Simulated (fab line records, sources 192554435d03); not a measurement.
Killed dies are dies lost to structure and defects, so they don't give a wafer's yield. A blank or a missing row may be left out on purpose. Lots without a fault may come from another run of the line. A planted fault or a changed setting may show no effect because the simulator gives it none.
Which tool did it? | flow n5_finfet | 11 lots, 32 wafers sampled, at 5 steps of a route of 1938

WHAT THE GAUGES READ, wafer by wafer
N5_BEOL_M15_OVL_MEAS_11.
lot  | measured     | on         | V14_OVL (nm)
L550 | day 11 06:36 | overlay-01 | 6 1
L552 | day 11 20:46 | overlay-01 | 0 5 8
L555 | day 12 13:52 | overlay-02 | 33 39 28
L557 | day 12 14:20 | overlay-02 | -1 -1 -11
L556 | day 12 20:55 | overlay-01 | 52 37 43
L559 | day 12 21:35 | overlay-02 | 42 39 42
L561 | day 14 12:23 | overlay-01 | -2 -2 -3
L565 | day 14 21:13 | overlay-02 | 5 -1 2
L566 | day 15 13:06 | overlay-01 | -5 -4 -5
L567 | day 15 13:22 | overlay-02 | 6 4 1
L568 | day 15 21:15 | overlay-01 | 0 5 -1

WHICH TOOL RAN EACH LOT (tool, then ch and the chambers of the sampled wafers, then the start)
lot  | N5_BEOL_M14_STRIP_37               | N5_BEOL_M14_DEGAS_41         | N5_BEOL_M14_DEP_53              | N5_BEOL_M15_EXPOSE_07
L550 | rie_diel-05 ch 0,2, day 11 04:02   | pvd_sputter-02, day 11 04:31 | pecvd-03 ch 2, day 11 05:46     | krf_scanner-02 ch 0, day 11 06:23
L552 | rie_diel-05 ch 0,1,2, day 11 17:38 | pvd_sputter-02, day 11 18:44 | pecvd-02 ch 1,2, day 11 19:56   | krf_scanner-02 ch 0, day 11 20:34
L555 | rie_diel-04 ch 1,2,3, day 12 11:11 | pvd_sputter-03, day 12 11:50 | pecvd-03 ch 0,2, day 12 13:02   | krf_scanner-02 ch 0, day 12 13:40
L557 | rie_diel-05 ch 0,1,2, day 12 11:13 | pvd_sputter-02, day 12 12:16 | pecvd-03 ch 0,1,2, day 12 13:29 | krf_scanner-01 ch 0, day 12 14:09
L556 | rie_diel-05 ch 1,2, day 12 18:17   | pvd_sputter-01, day 12 18:51 | pecvd-01 ch 1,2, day 12 20:04   | krf_scanner-02 ch 0, day 12 20:44
L559 | rie_diel-06 ch 0,1,2, day 12 18:43 | pvd_sputter-02, day 12 19:20 | pecvd-02 ch 1,2, day 12 20:52   | krf_scanner-02 ch 0, day 12 21:22
L561 | rie_diel-05 ch 1,2,3, day 14 09:22 | pvd_sputter-03, day 14 10:20 | pecvd-03 ch 0,1, day 14 11:32   | krf_scanner-01 ch 0, day 14 12:11
L565 | rie_diel-04 ch 0,1, day 14 18:25   | pvd_sputter-03, day 14 18:55 | pecvd-03 ch 0,1,2, day 14 20:30 | krf_scanner-01 ch 0, day 14 21:01
L566 | rie_diel-06 ch 2,3, day 15 07:39   | pvd_sputter-03, day 15 08:11 | pecvd-03 ch 1,2, day 15 12:23   | krf_scanner-01 ch 0, day 15 12:54
L567 | rie_diel-04 ch 0,2,3, day 15 07:41 | pvd_sputter-03, day 15 08:31 | pecvd-02 ch 0,2, day 15 12:40   | krf_scanner-01 ch 0, day 15 13:11
L568 | rie_diel-04 ch 1,2,3, day 15 17:44 | pvd_sputter-01, day 15 18:01 | pecvd-02 ch 0,1,2, day 15 20:32 | krf_scanner-01 ch 0, day 15 21:03
- N5_BEOL_M14_STRIP_37: strips in O2.
- N5_BEOL_M14_DEGAS_41: time 60 s.
- N5_BEOL_M14_DEP_53: deposits SiCN from 3MS/NH3, target thk 50 nm, time 17.8 s.
- N5_BEOL_M15_EXPOSE_07: exposes mask V14.

THE ANSWER, worked out from the rows above alone
Rule: what is usual is taken from the lots themselves. Put in order of their means at a reading, lots are off if they are a third of the lots or fewer, leave a main group of 4 or more, and stand apart from it by a gap of 3 or more times the standard deviation of the main group's means; of several such gaps the widest counts. A main group whose means are all the same, to the digits that the tables above print for the reading, isn't used. A lot without any number at a reading at which 4 lots or more have one is off too. The other lots that the step has rows for count as sound.
Off: L555, L556, L559, at N5_BEOL_M15_OVL_MEAS_11 (V14_OVL). The main group: mean 0 nm, standard deviation 3.4.
A tool fits if, at a process step before that reading, it ran every lot that is off, and no sound lot after the first of them. The gauges at N5_BEOL_M15_OVL_MEAS_11 are tried like those tools. One fits: krf_scanner-02 at N5_BEOL_M15_EXPOSE_07. Its last sound lot is L552 (day 11 20:34), its first lot that is off L555 (day 12 13:40): a fault that began between those two fits.

WHAT THE SIMULATOR HAD PUT IN
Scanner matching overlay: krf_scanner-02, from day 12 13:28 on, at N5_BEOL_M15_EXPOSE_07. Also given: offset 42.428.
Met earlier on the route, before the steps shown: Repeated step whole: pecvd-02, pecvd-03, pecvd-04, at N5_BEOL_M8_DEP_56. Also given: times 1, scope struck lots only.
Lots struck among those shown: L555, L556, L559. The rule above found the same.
